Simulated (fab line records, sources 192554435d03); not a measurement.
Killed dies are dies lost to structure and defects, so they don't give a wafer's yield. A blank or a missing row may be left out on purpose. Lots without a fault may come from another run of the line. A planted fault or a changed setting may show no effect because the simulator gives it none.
A struck lot beside a sound one | flow n5_finfet | 14 steps out of a route of 1938
Sound: wafers L856.3, L856.4, L856.6. Struck: wafers L860.1, L860.3, L860.5. The cause comes at the end.
At each step with rows: each side's tool, then ch and its chambers, then its first start. Under that, the readings that differ: sound wafers | struck wafers | difference of the means | sigmas: that difference in standard deviations of wafers without a fault.
alike: readings whose means differ by less than 2 such deviations, and words and numbers that are the same on both sides. not compared: withheld readings, readings that some wafer has no value for, bounds like >300 that may hide the same value, and numbers for which the record gives no deviation and whose values overlap.
The two part at a step that has a row with sigmas, a row that says differs or no value, or rows on one side only. Numbers that don't overlap but have no deviation are shown without sigmas and don't part them. A reading that every wafer of one side lacks parts them only if that side has two wafers or more.

first, 1 step without rows for these wafers: N5_BEOL_M4_STRIP_75 (strips in N2/H2).
N5_BEOL_M4_STRIP_66: strips in CF4.
  sound on rie_diel-02 ch 1,2,3, day 8 23:28; struck on rie_diel-02 ch 0,2,3, day 10 09:11
  alike: drypump_motor_current_A, oes_product_au, rf_vpp_V, showerhead_plenum_p_Torr, throttle_valve_pct
  not compared: rf_hours_counter_h
N5_BEOL_M4_HM_OPEN_17: chemistry Cl2/BCl3, target TiN, target depth 20 nm, overetch 6 nm.
  sound on rie_metal-03 ch 0,1, day 8 23:32; struck on rie_metal-02 ch 1, day 10 09:13
  alike: bcl3_flow_sccm, drypump_motor_current_A, mfc_ar_sccm, oes_product_au, throttle_valve_pct
  not compared: rf_hours_counter_h
N5_BEOL_M4_STRIP_19: strips in O2.
  sound on rie_diel-02 ch 1,3, day 8 23:37; struck on rie_diel-05 ch 1,2,3, day 10 09:23
  alike: drypump_motor_current_A, oes_product_au, rf_vpp_V, showerhead_plenum_p_Torr, throttle_valve_pct
  not compared: rf_hours_counter_h
N5_BEOL_M4_CD_MEAS_18: pitch 36 nm, target cd 18 nm.
  sound on cd_sem-01, day 8 23:41; struck on cd_sem-02, day 10 09:28
  alike: cd_nm
then, 7 steps without rows for these wafers: N5_BEOL_M4_COAT_67 (time 60 s, resist thk 60 nm); N5_BEOL_M4_COAT_68 (time 60 s, resist thk 12 nm); N5_BEOL_M4_COAT_76 (time 60 s, resist thk 5 nm); N5_BEOL_M4_COAT_22 (resist thk 30 nm); N5_BEOL_M4_EBR_24; N5_BEOL_M4_SOFTBAKE_23 (time 60 s); N5_BEOL_M4_EXPOSE_25 (exposes mask V3, defocus 5 nm).
N5_BEOL_M4_PEB_26: peb time 60 s.
  sound on litho_track-02 ch 0, day 8 23:56; struck on litho_track-05, day 10 09:50
  no value came back on the struck wafers for chill_plate_temp_C (C), exhaust_pa (Pa); on the sound wafers chill_plate_temp_C (C) reads 23.09 23.23 23.17
then, 1 step without rows for these wafers: N5_BEOL_M4_DEVELOP_27 (develop time 30 s).

WHERE THEY PART
Only at N5_BEOL_M4_PEB_26, within this record.

WHY: what the simulator had put in
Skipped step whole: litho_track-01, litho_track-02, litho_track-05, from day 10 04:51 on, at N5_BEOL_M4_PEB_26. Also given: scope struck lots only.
